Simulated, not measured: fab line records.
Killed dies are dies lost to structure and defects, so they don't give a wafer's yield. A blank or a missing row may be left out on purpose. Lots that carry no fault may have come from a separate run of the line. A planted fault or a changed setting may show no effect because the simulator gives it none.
Which tool was responsible? -- flow nand-harc -- 12 lots with 35 wafers sampled at 4 steps, on a route of 1159 steps

WHAT EACH GAUGE READ, for each wafer
Not one reading of a measure or inspect step in the record can be checked against a usual standard deviation.

TOOL THAT RAN EACH LOT (tool first, then ch and the chambers of the sampled wafers, then the start)
lot,NHARC_A_STAIRCASE_TRIM_14,NHARC_A_STAIRCASE_TRIM_16,NHARC_A_STAIRCASE_TRIM_18,NHARC_A_STAIRCASE_TRIM_22
L112,"rie-diel-03 ch 1,2,3, day 11 13:00 or earlier","rie-diel-03 ch 0,2,3, day 11 13:00","rie-diel-03 ch 2,3, no start","rie-diel-06 ch 1,2,3, no start"
L118,"rie-diel-13 ch 0,2,3, day 11 19:48 or earlier","rie-diel-13 ch 0,1,2, day 11 19:48","rie-diel-13 ch 1,2, no start","rie-diel-06 ch 0,1, no start"
L120,"rie-diel-06 ch 2,3, day 12 08:28 or earlier","rie-diel-06 ch 0,3, day 12 08:28","rie-diel-06 ch 0,1,2, no start","rie-diel-06 ch 0,1,2, no start"
L119,"rie-diel-13 ch 1,2, day 12 08:37 or earlier","rie-diel-13 ch 0,2,3, day 12 08:37","rie-diel-13 ch 0,3, no start","rie-diel-13 ch 1,2, no start"
L123,"rie-diel-13 ch 2,3, day 13 12:34 or earlier","rie-diel-13 ch 0,1, day 13 12:34","rie-diel-13 ch 0,2, no start","rie-diel-13 ch 0,3, no start"
L124,"rie-diel-13 ch 0,2,3, day 13 21:49 or earlier","rie-diel-13 ch 0,1,2, day 13 21:49","rie-diel-13 ch 0,2,3, no start","rie-diel-13 ch 0,1,3, no start"
L126,"rie-diel-13 ch 0,1,2, day 14 02:31 or earlier","rie-diel-13 ch 1,2, day 14 02:31","rie-diel-13 ch 2,3, no start","rie-diel-13 ch 0,1,2, no start"
L129,"rie-diel-06 ch 1,3, day 15 05:48 or earlier","rie-diel-06 ch 0,2,3, day 15 05:48","rie-diel-06 ch 1,2, no start","rie-diel-13 ch 0,2, no start"
L132,"rie-diel-03 ch 1,2,3, day 15 14:11 or earlier","rie-diel-03 ch 0,3, day 15 14:11","rie-diel-03 ch 0,3, no start","rie-diel-03 ch 0,1,2, no start"
L134,"rie-diel-03 ch 0,1, day 16 04:36 or earlier","rie-diel-03 ch 1,2, day 16 04:36","rie-diel-03 ch 2,3, no start","rie-diel-13 ch 0,1, no start"
L133,"rie-diel-13 ch 0,1,2, day 16 09:26 or earlier","rie-diel-13 ch 0,1,2, day 16 09:26","rie-diel-13 ch 0,2,3, no start","rie-diel-13 ch 0,1,2, no start"
L135,"rie-diel-06 ch 0,1,2, day 16 18:50 or earlier","rie-diel-06 ch 0,1,3, day 16 18:50","rie-diel-06 ch 1,2, no start","rie-diel-06 ch 1,2,3, no start"
- NHARC_A_STAIRCASE_TRIM_14: chemistry O2, time 211.2 s.
- NHARC_A_STAIRCASE_TRIM_16: chemistry O2, time 211.2 s.
- NHARC_A_STAIRCASE_TRIM_18: chemistry O2, time 211.2 s.
- NHARC_A_STAIRCASE_TRIM_22: chemistry O2, time 211.2 s.

WHAT THE TOOLS THEMSELVES READ (means of the sampled wafers that have a number; where no wafer has one, the mark that the record gives instead)
NHARC_A_STAIRCASE_TRIM_14.
lot,tool,drypump-motor-current-A (A),oes-product-au (a.u.),rf-vpp-V (V),showerhead-plenum-p-Torr (Torr),throttle-valve-pct (%)
L112,rie-diel-03,5.5,0.999,57.4,3.69,17.033
L118,rie-diel-13,5.5,1.000,57.0,3.41,17.028
L120,rie-diel-06,5.9,1.005,57.7,3.50,17.034
L119,rie-diel-13,5.5,1.008,57.6,3.40,17.032
L123,rie-diel-13,5.7,0.998,57.5,3.55,17.040
L124,rie-diel-13,5.6,1.000,58.5,3.58,17.037
L126,rie-diel-13,5.4,1.002,57.8,3.50,17.037
L129,rie-diel-06,5.4,1.012,57.4,3.39,17.040
L132,rie-diel-03,5.5,0.990,58.0,3.67,17.038
L134,rie-diel-03,6.0,1.005,58.0,3.55,17.034
L133,rie-diel-13,5.4,1.004,56.7,3.49,17.038
L135,rie-diel-06,5.4,1.002,57.7,3.51,17.025

NHARC_A_STAIRCASE_TRIM_16.
lot,tool,drypump-motor-current-A (A),oes-product-au (a.u.),rf-vpp-V (V),showerhead-plenum-p-Torr (Torr),throttle-valve-pct (%)
L112,rie-diel-03,5.2,0.990,57.8,3.65,17.041
L118,rie-diel-13,5.5,1.006,57.0,3.51,17.039
L120,rie-diel-06,5.8,0.991,57.7,3.36,17.042
L119,rie-diel-13,5.6,1.015,56.7,3.41,17.041
L123,rie-diel-13,5.3,0.907,57.5,3.60,17.045
L124,rie-diel-13,5.4,0.939,58.2,3.50,17.022
L126,rie-diel-13,5.5,0.934,57.6,3.39,17.045
L129,rie-diel-06,5.8,0.996,58.6,3.49,17.045
L132,rie-diel-03,5.5,0.990,57.1,3.57,17.032
L134,rie-diel-03,5.8,1.008,57.8,3.60,17.032
L133,rie-diel-13,5.4,1.007,57.2,3.49,17.036
L135,rie-diel-06,5.6,1.012,56.4,3.36,17.040

NHARC_A_STAIRCASE_TRIM_18.
lot,tool,drypump-motor-current-A (A),oes-product-au (a.u.),rf-vpp-V (V),showerhead-plenum-p-Torr (Torr),throttle-valve-pct (%)
L112,rie-diel-03,5.3,0.989,57.9,3.75,17.039
L118,rie-diel-13,5.4,1.001,57.2,3.49,17.040
L120,rie-diel-06,5.4,0.998,58.8,3.53,17.032
L119,rie-diel-13,5.7,1.008,56.9,3.40,17.039
L123,rie-diel-13,5.4,1.002,57.8,3.48,17.022
L124,rie-diel-13,5.5,0.999,58.3,3.58,17.034
L126,rie-diel-13,5.6,1.006,57.1,3.47,17.038
L129,rie-diel-06,5.4,1.008,57.7,3.67,17.028
L132,rie-diel-03,5.5,0.994,58.2,3.57,17.034
L134,rie-diel-03,5.2,0.989,59.6,3.73,17.041
L133,rie-diel-13,5.5,1.007,57.9,3.57,17.040
L135,rie-diel-06,5.2,1.013,57.6,3.53,17.034

NHARC_A_STAIRCASE_TRIM_22.
lot,tool,drypump-motor-current-A (A),oes-product-au (a.u.),rf-vpp-V (V),showerhead-plenum-p-Torr (Torr),throttle-valve-pct (%)
L112,rie-diel-06,5.5,1.003,58.2,3.54,17.040
L118,rie-diel-06,5.2,0.993,58.0,3.41,17.032
L120,rie-diel-06,5.4,0.997,58.0,3.53,17.047
L119,rie-diel-13,5.5,1.007,57.8,3.40,17.044
L123,rie-diel-13,5.5,1.004,58.1,3.73,17.029
L124,rie-diel-13,5.5,0.999,58.1,3.67,17.037
L126,rie-diel-13,5.4,1.001,57.4,3.50,17.043
L129,rie-diel-13,5.5,1.006,56.8,3.41,17.046
L132,rie-diel-03,5.5,0.999,58.6,3.56,17.043
L134,rie-diel-13,5.4,1.002,57.7,3.60,17.037
L133,rie-diel-13,5.4,1.001,56.9,3.49,17.045
L135,rie-diel-06,5.5,0.993,58.5,3.51,17.037

THE ANSWER, worked out from the rows above alone
Rule: the usual values come from the lots themselves. Put in order of their means at a reading, lots are off if they are a third of the lots or fewer, leave a main group of 4 or more, and stand apart from it by a gap of 3 or more times the standard deviation of the main group's means; of several such gaps the widest counts. A main group whose means are all the same, to the digits that the tables above print for the reading, isn't used. Also off: a lot with no number at a reading for which 4 or more lots have one. Any other lot the step has rows for is counted as sound. Order of review: gauges by route order, followed by the tools' own readings, for which a lot's mean as printed above is used. At the first step where some lot is off, the reading lying furthest off is the one used; lots without a number count as furthest.
Off, at NHARC_A_STAIRCASE_TRIM_16 on oes-product-au: L123, L124, L126. Main group: mean 1.002 a.u., sd 0.0094.
If a tool, at that step or one of the process steps before it, ran each lot that is off and ran no sound lot following the first of them, it fits. NHARC_A_STAIRCASE_TRIM_14 gives no start for some lots, so the hours and the order of its lots are those of NHARC_A_STAIRCASE_TRIM_16. Of those tried, none fits.

WHAT WAS PUT IN BY THE SIMULATOR
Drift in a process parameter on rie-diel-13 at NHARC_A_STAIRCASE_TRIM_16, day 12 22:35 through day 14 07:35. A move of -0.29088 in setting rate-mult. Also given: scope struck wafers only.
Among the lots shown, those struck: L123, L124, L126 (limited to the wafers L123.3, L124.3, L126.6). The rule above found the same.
